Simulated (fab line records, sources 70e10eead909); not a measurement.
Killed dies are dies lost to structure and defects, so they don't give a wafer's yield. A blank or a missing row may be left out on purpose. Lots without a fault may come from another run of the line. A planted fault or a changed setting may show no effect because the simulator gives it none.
A struck lot beside a sound one | flow nand_harc | 22 steps out of a route of 1302
Sound: wafers L789.1, L789.2, L789.4. Struck: wafers L804.1, L804.3, L804.6. The cause comes at the end.
At each step with rows: each side's tool, then ch and its chambers, then its first start. Under that, the readings that differ: sound wafers | struck wafers | difference of the means | sigmas: that difference in standard deviations of wafers without a fault.
alike: readings whose means differ by less than 2 such deviations, and words and numbers that are the same on both sides. not compared: withheld readings, readings that some wafer has no value for, bounds like >300 that may hide the same value, and numbers for which the record gives no deviation and whose values overlap.
The two part at a step that has a row with sigmas, a row that says differs or no value, or rows on one side only. Numbers that don't overlap but have no deviation are shown without sigmas and don't part them. A reading that every wafer of one side lacks parts them only if that side has two wafers or more.

NHARC_A_BLC_CVD_24: deposits W, target thk 150 nm, time 434 s.
  sound on cvd_w-01 ch 0,1; struck on cvd_w-02 ch 0,1
  alike: heater_power_outer_w, heater_power_w, throttle_valve_pct
  not compared: since_wet_clean_h
NHARC_A_BLC_CMP_25: polishes, t overpolish 30 s, target thk 150 nm.
  sound on cmp-01 ch 1,2,3, day 23 11:32; struck on cmp-02 ch 0,2, day 30 21:50
  alike: motor_current_A, overpolish_run_s, time_to_endpoint_s
then, 1 step without rows for these wafers: NHARC_A_BLC_SRD_27.
NHARC_A_BLC_INSPECT_28:
  sound on defect_inspect-01, day 23 11:56; struck on defect_inspect-02, day 30 22:14
  alike: raw_defect_count
then, 7 steps without rows for these wafers: NHARC_A_M0_DEP_00 (deposits SiOC, target thk 150 nm); NHARC_A_M0_DEHYDRATE_01 (time 120 s); NHARC_A_M0_HMDS_02 (time 30 s); NHARC_A_M0_COAT_33 (time 65 s); NHARC_A_M0_COAT_03 (resist thk 90 nm); NHARC_A_M0_SOFTBAKE_04 (time 55 s); NHARC_A_M0_EBR_05.
NHARC_A_M0_EXPOSE_06: exposes mask A M0, target cd 80 nm.
  sound on arfi_scanner-01 ch 0, day 23 12:35; struck on arfi_scanner-01 ch 0, day 30 22:53
  reading              | sound             | struck            | difference | sigmas
  exposure_dose_mJ_cm2 | 83.27 83.28 83.34 | 93.21 93.23 93.19 | +9.91      | +99 or more
  alike: mask
then, 2 steps without rows for these wafers: NHARC_A_M0_PEB_07 (peb time 65 s); NHARC_A_M0_DEVELOP_08 (develop time 35 s).
NHARC_A_M0_CD_MEAS_09: target cd 80 nm.
  sound on cd_sem-02 ch 0, day 23 12:43; struck on cd_sem-01 ch 0
  reading    | sound          | struck         | difference | sigmas
  cd_nm (nm) | 80.6 80.0 79.9 | 86.7 87.0 86.2 | +6.5       | +10
  not compared: hold
NHARC_A_M0_OVL_MEAS_10: pitch 160 nm.
  sound on overlay-02, day 23 12:49; struck on overlay-02, day 31 03:31
  reading           | sound          | struck                                                                     | difference                   | sigmas
  hold              | - - -          | await_dispo/4.2h/release await_dispo/4.2h/release await_dispo/4.2h/release | no value on the sound wafers |
  overlay_x_nm (nm) | -0.6 -1.3 -1.1 | 1.3 1.0 1.1                                                                | +2.1                         | +2
  alike: overlay_y_nm
NHARC_A_M0_INSPECT_11:
  sound on defect_inspect-01, day 23 12:50; struck on defect_inspect-02, day 31 03:32
  alike: raw_defect_count
NHARC_A_M0_DESCUM_14: chemistry O2, time 3 s.
  sound on rie_diel-06 ch 1,2, day 23 12:54; struck on rie_diel-12 ch 0,1,2, day 31 03:37
  reading               | sound             | struck            | difference | sigmas
  model.A_M0.cd_nm (nm) | 80.42 80.07 80.23 | 85.69 86.04 86.96 | +5.99      |
  alike: chamber_pressure_mTorr, drypump_motor_current_A, oes_product_au, rf_vpp_V, showerhead_plenum_p_Torr, throttle_valve_pct
  not compared: rf_hours_counter_h
NHARC_A_M0_ETCH_34: etches the open film in N2/H2, target depth 40 nm, overetch 12 nm, time 43.94 s.
  sound on rie_diel-06 ch 0,1,2, day 23 13:00; struck on rie_diel-12 ch 1,2,3, day 31 03:42
  alike: chamber_pressure_mTorr, drypump_motor_current_A, n2_flow_sccm, oes_product_au, rf_vpp_V, showerhead_plenum_p_Torr, throttle_valve_pct
  not compared: rf_hours_counter_h
NHARC_A_M0_ETCH_15: etches the open film in C4F8/Ar, target depth 150 nm, overetch 15 nm, time 82.5 s.
  sound on rie_diel-06 ch 1,2,3; struck on rie_diel-12 ch 0,1
  reading               | sound             | struck            | difference | sigmas
  rf_vpp_V (V)          | 437.3 436.6 436.0 | 441.8 443.7 443.0 | +6.2       | +2
  model.A_M0.cd_nm (nm) | 80.31 79.8 80.02  | 85.82 86.18 87.12 | +6.33      |
  alike: chamber_pressure_mTorr, oes_product_au
  not compared: rf_hours_counter_h
NHARC_A_M0_CD_MEAS_16:
  sound on cd_sem-02, day 23 13:14; struck on cd_sem-03, day 31 03:54
  reading    | sound          | struck         | difference | sigmas
  cd_nm (nm) | 80.2 79.8 79.5 | 85.5 86.3 87.2 | +6.5       | +7
-- the record jumps here: 2 days lie between the struck wafers' starts before and after (it left off in module A_M0 and takes up again in module END, whose first step shown is number 1302 of the route) --
NHARC_END_SORT_01:
  sound on prober-01 ch 0, day 25 11:26; struck on prober-02 ch 0, day 33 11:29
  alike: defect_limited_yield, killed_at_array, killed_at_other, killed_at_periphery, killed_dies, killed_open, killed_short, sort_bin_2_pct, sort_bin_3_pct, sort_bin_4_pct, sort_n_pass, sort_rim_yield_pct, sort_yield_pct

WHERE THEY PART
First at NHARC_A_M0_EXPOSE_06; last, within this record, at NHARC_A_M0_CD_MEAS_16. Later steps at which nothing parts them and some readings are alike: NHARC_END_SORT_01.

WHY: what the simulator had put in
Process parameter drift: arfi_scanner-01, from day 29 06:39 on, at NHARC_A_M0_EXPOSE_06. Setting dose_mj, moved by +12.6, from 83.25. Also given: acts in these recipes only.
